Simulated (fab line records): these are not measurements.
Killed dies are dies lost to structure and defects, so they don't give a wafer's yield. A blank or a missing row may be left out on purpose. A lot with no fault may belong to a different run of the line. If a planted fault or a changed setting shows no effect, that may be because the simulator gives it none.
fab line records ; flow n5Finfet
record: lots: 11; wafers: 32; lastDay: 20
route steps=1938 shown BEOL_M10@1513 BEOL_M11@1536
lots with no fault: from the same line, run without faults
startH: hours from the record's first day to the start of the lot's first wafer shown ; waitH: hours since the lot's step before ; " the same as in the row above ; L1.1+2: one row covering several wafers at once ; - no value present, or no start provided ; * or withheld: withheld ; < > ~ a bound
route shown NAME@n: NAME is a module with steps in the file, n the number in the route of the first one ; usual: average and standard deviation across the fault-free wafers ; same: alike in all rows ; chamber/n: place in a boat ; sites: readings site by site ; _std_site: how widely they spread, as a standard deviation ; _edge_site: inner sites' mean taken away from outer sites' mean ; radiusMm: for every site, how far away it sits from the centre of the wafer ; mask NAME#n: copy n ; behind: the last tool/chamber to shape the wafer ; hold: why the lot went on hold/how many hours it stayed there/how the hold came to an end ; device: whichever transistor did not switch (one of n, p or np) ; end of line: the same wafers' tests at the end of the route ; a step given without rows: its recipe and nothing more ; killed: at the first sort, the dies lost to defects and structure; wafer yield is something else ; map: the dies of a wafer, with x for killed, . for not killed, _ for no die there
set.NAME: the setting as run; set.NAME@STEP: as run at that earlier step ; model.NAME: the simulator's own value behind a step, which no gauge read
the route's steps for a sample of lots (tables are steps, rows are wafers)
services: the hour from which a tool's chamber was out of use, counted from the record's first day as startH (under 0 if before that day), plus the number of hours and why
== steps ==
step: N5_BEOL_M10_ETCH_41
recipe: chemistry: CH3F/O2; target: SiCN; targetDepthA: 426; taperDeg: 2; timeS: 86; ionEnergyEv: 120; maskMaterial: TiN; pressureMtorr: 30; sourceW: 395; biasW: 75; Ar_flow_sccm: 150; CH3F_flow_sccm: 30; O2_flow_sccm: 20
usual: drypumpMotorCurrentA: 5.6/0.39; mfcArSccm: 149.9/0.41; oesProductAu: 0.80/0.096; rfVppV: 297.3/1.8; showerheadPlenumPTorr: 2.01/0.089; throttleValvePct: 16.36/0.27
lot.wafer;tool;chamber;startH;waitH;drypumpMotorCurrentA;mfcArSccm;oesProductAu;rfHoursCounterH;rfVppV;showerheadPlenumPTorr;throttleValvePct
L739.3;rieDiel-05;1;-;-;6.2;148.9;0.76;167;298.2;1.98;16.64
L739.5;rieDiel-05;0;-;-;5.1;150.3;0.72;-;294.1;1.89;16.25
L739.6;rieDiel-05;1;-;-;6.2;149.3;0.75;-;295.7;1.98;16.63
L742.1;rieDiel-04;2;-;-;5.6;149.4;0.84;62;297.6;2.05;16.60
L742.3;rieDiel-04;2;-;-;5.6;149.5;0.85;-;298.8;2.05;16.59
L742.6;rieDiel-04;1;-;-;6.2;150.1;0.71;-;293.6;1.91;16.68
L740.4;rieDiel-05;0;-;-;5.1;150.6;0.71;-;296.2;1.89;16.26
L740.5;rieDiel-05;1;-;-;6.1;149.5;0.74;-;297.9;1.98;16.65
L743.1;rieDiel-04;1;-;-;6.1;149.7;0.70;216;295.8;1.91;16.69
L743.4;rieDiel-04;0;-;-;5.8;149.7;0.74;161;297.3;1.99;15.98
L743.6;rieDiel-04;2;-;-;5.6;150.1;0.84;-;298.8;2.05;16.61
L745.2;rieDiel-05;0;-;-;5.2;149.7;0.70;241;294.5;1.89;16.29
L745.3;rieDiel-05;1;-;-;6.2;149.8;0.74;177;298.6;1.98;16.64
L745.4;rieDiel-05;2;-;-;5.3;150.3;0.93;15;297.5;2.06;16.18
L748.1;rieDiel-05;3;-;-;5.5;150.4;0.94;26;299.2;2.15;15.94
L748.4;rieDiel-05;2;-;-;5.3;149.7;0.92;17;298.5;2.06;16.19
L748.6;rieDiel-05;2;-;-;5.3;151.0;0.92;-;298.1;2.06;16.20
L752.1;rieDiel-01;0;-;-;6.2;150.2;0.89;34;296.8;2.05;16.16
L752.2;rieDiel-01;3;-;-;5.0;150.0;0.72;199;295.1;1.89;16.50
L752.6;rieDiel-01;0;-;-;6.3;150.1;0.89;-;296.5;2.05;16.17
L755.1;rieDiel-04;1;-;-;6.1;150.5;0.69;242;296.1;1.90;16.74
L755.4;rieDiel-04;2;-;-;5.6;149.6;0.81;-;297.7;2.04;16.66
L755.5;rieDiel-04;3;-;-;5.5;150.5;0.73;-;294.2;1.90;16.42
L754.1;rieDiel-04;2;-;-;5.6;149.7;0.80;109;297.8;2.03;16.69
L754.3;rieDiel-04;3;-;-;5.5;149.3;0.73;221;295.7;1.89;16.44
L754.5;rieDiel-04;2;-;-;5.6;149.8;0.81;-;297.3;2.03;16.68
L760.2;rieDiel-05;0;-;-;5.1;149.7;0.94;10;299.5;2.13;15.89
L760.3;rieDiel-05;3;-;-;5.5;149.5;0.89;54;300.3;2.14;15.97
L760.4;rieDiel-05;1;-;-;6.1;149.9;0.73;200;298.7;1.97;16.69
L759.2;rieDiel-04;3;-;-;5.5;149.5;0.71;235;295.6;1.89;16.48
L759.4;rieDiel-04;2;-;-;5.6;149.9;0.79;-;299.4;2.03;16.72
L759.5;rieDiel-04;0;-;-;5.8;149.7;0.73;-;296.6;1.98;16.07
step: N5_BEOL_M10_CD_MEAS_35
recipe: targetCdNm: 70; polarity: opening
usual: cdNm: 69.8/0.68
lot.wafer;tool;chamber;startH;waitH;cdNm
L739.3;cdSem-01;-;270.47;0.0;69.4
L739.5;cdSem-01;-;270.47;0.0;70.2
L739.6;cdSem-01;-;270.47;0.0;68.1
L742.1;cdSem-03;-;275.44;0.0;69.6
L742.3;cdSem-03;-;275.44;0.0;69.1
L742.6;cdSem-03;-;275.44;0.0;69.7
L740.4;cdSem-02;-;279.51;0.0;69.6
L740.5;cdSem-02;-;279.51;0.0;69.8
L743.1;cdSem-02;-;291.70;0.0;70.0
L743.4;cdSem-02;-;291.70;0.0;68.9
L743.6;cdSem-02;-;291.70;0.0;70.1
L745.2;cdSem-03;-;321.38;0.0;68.8
L745.3;cdSem-03;-;321.38;0.0;69.5
L745.4;cdSem-03;-;321.38;0.0;70.5
L748.1;cdSem-02;-;324.94;0.0;70.4
L748.4;cdSem-02;-;324.94;0.0;69.5
L748.6;cdSem-02;-;324.94;0.0;69.2
L752.1;cdSem-02;-;337.99;0.0;70.4
L752.2;cdSem-02;-;337.99;0.0;71.0
L752.6;cdSem-02;-;337.99;0.0;69.1
L755.1;cdSem-03;-;354.73;0.0;70.1
L755.4;cdSem-03;-;354.73;0.0;71.0
L755.5;cdSem-03;-;354.73;0.0;69.2
L754.1;cdSem-01;-;384.18;0.0;70.1
L754.3;cdSem-01;-;384.18;0.0;69.8
L754.5;cdSem-01;-;384.18;0.0;69.8
L760.2;cdSem-01;-;396.01;0.0;70.6
L760.3;cdSem-01;-;396.01;0.0;69.9
L760.4;cdSem-01;-;396.01;0.0;71.3
L759.2;cdSem-02;-;414.18;0.0;70.6
L759.4;cdSem-02;-;414.18;0.0;69.8
L759.5;cdSem-02;-;414.18;0.0;69.9
step: N5_BEOL_M10_DEP_56
recipe: material: SiCN; targetThkA: 150; tempC: withheld; precursor: 3MS/NH3; pressureTorr: 3; rfW: 202; timeS: 26.5
usual: showerheadPlenumPTorr: 3.666/0.014; throttleValvePct: 9.4/0.73
lot.wafer;tool;chamber;startH;waitH;showerheadPlenumPTorr;throttleValvePct
L739.3;pecvd-01;1;272.58;0.0;3.668;9.2
L739.5;pecvd-01;2;272.58;0.0;3.668;8.7
L739.6;pecvd-01;1;272.58;0.0;3.657;9.4
L742.1;pecvd-01;2;277.96;0.0;3.665;8.6
L742.3;pecvd-01;0;277.96;0.0;3.648;9.5
L742.6;pecvd-01;0;277.96;0.0;3.660;9.6
L740.4;pecvd-03;2;281.49;0.0;3.644;9.0
L740.5;pecvd-03;2;281.49;0.0;3.635;9.0
L743.1;pecvd-04;0;294.10;0.0;3.695;9.6
L743.4;pecvd-04;1;294.10;0.0;3.666;11.4
L743.6;pecvd-04;0;294.10;0.0;3.688;9.2
L745.2;pecvd-04;2;324.20;0.0;3.635;8.8
L745.3;pecvd-04;1;324.20;0.0;3.673;11.2
L745.4;pecvd-04;1;324.20;0.0;3.674;11.3
L748.1;pecvd-01;1;327.21;0.0;3.661;9.5
L748.4;pecvd-01;1;327.21;0.0;3.668;9.1
L748.6;pecvd-01;0;327.21;0.0;3.659;9.4
L752.1;pecvd-03;1;341.91;0.0;3.682;8.6
L752.2;pecvd-03;2;341.91;0.0;3.651;9.2
L752.6;pecvd-03;0;341.91;0.0;3.684;10.5
L755.1;pecvd-04;1;357.20;0.0;3.667;11.2
L755.4;pecvd-04;1;357.20;0.0;3.661;11.3
L755.5;pecvd-04;0;357.20;0.0;3.689;9.4
L754.1;pecvd-01;2;386.30;0.0;3.662;8.8
L754.3;pecvd-01;0;386.30;0.0;3.650;9.5
L754.5;pecvd-01;1;386.30;0.0;3.660;9.1
L760.2;pecvd-03;1;401.87;0.0;3.678;8.5
L760.3;pecvd-03;2;401.87;0.0;3.651;9.1
L760.4;pecvd-03;0;401.87;0.0;3.672;10.4
L759.2;pecvd-01;0;416.78;0.0;3.665;9.4
L759.4;pecvd-01;1;416.78;0.0;3.667;9.3
L759.5;pecvd-01;2;416.78;0.0;3.673;8.6
step: N5_BEOL_M11_ILD_DEP_00
recipe: material: SiCOH_lowk; targetThkA: 3085.1; tempC: 300; precursor: DEMS/porogen; pressureTorr: 5; rfW: 500; timeS: 58
usual: heaterPowerW: 309/48; showerheadPlenumPTorr: 5.740/0.019; susceptorTempC: 300.02/0.22; throttleValvePct: 14.4/1.2
lot.wafer;tool;chamber;startH;waitH;heaterPowerW;showerheadPlenumPTorr;susceptorTempC;throttleValvePct
L739.3;pecvd-01;1;272.72;0.0;248;5.734;299.70;14.0
L739.5;pecvd-01;1;272.72;0.0;252;5.744;300.29;14.0
L739.6;pecvd-01;2;272.72;0.0;310;5.753;300.33;12.8
L742.1;pecvd-04;0;278.10;0.0;336;5.757;300.22;14.2
L742.3;pecvd-04;1;278.10;0.0;301;5.728;299.67;16.9
L742.6;pecvd-04;2;278.10;0.0;361;5.707;300.04;13.5
L740.4;pecvd-04;1;281.66;0.1;299;5.746;299.82;16.7
L740.5;pecvd-04;2;281.66;0.1;384;5.713;300.15;13.3
L743.1;pecvd-01;1;294.23;0.0;212;5.744;300.09;13.9
L743.4;pecvd-01;2;294.23;0.0;317;5.733;300.19;13.3
L743.6;pecvd-01;1;294.23;0.0;221;5.743;300.25;14.0
L745.2;pecvd-01;0;324.33;0.0;299;5.729;303.07;14.6
L745.3;pecvd-01;1;324.33;0.0;250;5.741;299.99;14.0
L745.4;pecvd-01;2;324.33;0.0;361;5.732;300.40;13.2
L748.1;pecvd-01;0;327.34;0.0;321;5.732;303.35;14.6
L748.4;pecvd-01;1;327.34;0.0;206;5.731;299.93;13.8
L748.6;pecvd-01;0;327.34;0.0;324;5.738;303.27;14.6
L752.1;pecvd-01;0;342.05;0.0;331;5.741;302.80;14.6
L752.2;pecvd-01;1;342.05;0.0;202;5.731;299.95;13.8
L752.6;pecvd-01;2;342.05;0.0;344;5.742;299.79;13.1
L755.1;pecvd-04;1;357.34;0.0;326;5.738;299.77;16.9
L755.4;pecvd-04;2;357.34;0.0;345;5.709;299.96;13.6
L755.5;pecvd-04;1;357.34;0.0;337;5.736;299.90;16.7
L754.1;pecvd-02;2;386.43;0.0;406;5.764;300.11;12.7
L754.3;pecvd-02;0;386.43;0.0;406;5.774;299.84;14.3
L754.5;pecvd-02;1;386.43;0.0;344;5.728;299.80;14.3
L760.2;pecvd-04;0;402.00;0.0;337;5.767;300.17;14.4
L760.3;pecvd-04;2;402.00;0.0;340;5.705;299.88;13.9
L760.4;pecvd-04;0;402.00;0.0;328;5.770;300.05;14.2
L759.2;pecvd-01;2;416.91;0.0;340;5.745;299.65;13.5
L759.4;pecvd-01;0;416.91;0.0;310;5.739;299.96;14.4
L759.5;pecvd-01;1;416.91;0.0;208;5.749;300.14;14.0
== services ==
tool;chamber;startH;hours;kind
pecvd-04;1;247.44;2.1;scheduledDown
pecvd-03;-;255.03;14.6;pm
rieDiel-04;0;268.44;10.6;repair
rieDiel-05;2;269.41;-;clean
rieDiel-05;2;269.41;-;consumableReplace:focusRing
rieDiel-05;2;269.41;16.1;scheduledDown
rieDiel-05;2;269.41;16.1;ventCycle
pecvd-02;-;270.32;28.1;pm
rieDiel-04;3;273.77;2.0;repair
rieDiel-05;1;286.76;30.4;repair
pecvd-01;-;295.80;14.6;pm
pecvd-03;0;307.10;28.4;repair
rieDiel-01;1;313.20;6.2;repair
rieDiel-01;-;351.84;15.6;pm
pecvd-01;1;366.46;4.7;repair
rieDiel-04;1;380.23;18.4;repair
pecvd-04;1;382.92;3.5;repair
pecvd-04;1;386.68;-;clean
pecvd-04;1;386.68;-;consumableReplace:showerhead
pecvd-04;1;386.68;29.0;scheduledDown
pecvd-04;1;386.68;29.0;ventCycle
rieDiel-04;0;386.71;4.0;repair
pecvd-01;-;413.47;2.8;pm
rieDiel-04;-;416.71;2.8;pm
== key ==
firstSign: step: N5_BEOL_M11_ILD_DEP_00; reading: susceptorTempC; direction: up; sigmas: 14; usual: *; struck: *
effect none on later readings
metAt N5_BEOL_M11_ILD_DEP_00
struckLots L745,L748,L752
struckWafers L745.2,L748.1,L748.6,L752.1
notActingAt N5_BEOL_M10_ETCH_41,N5_BEOL_M10_CD_MEAS_35,N5_BEOL_M10_DEP_56
fault: kind: processParameterDrift; tool: pecvd-01; chamber: 0; onsetH: 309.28; steps: N5_BEOL_M11_ILD_DEP_00; channel: tempC; offset: *; shape: step; endH: 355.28; actsIn: *; stated: *
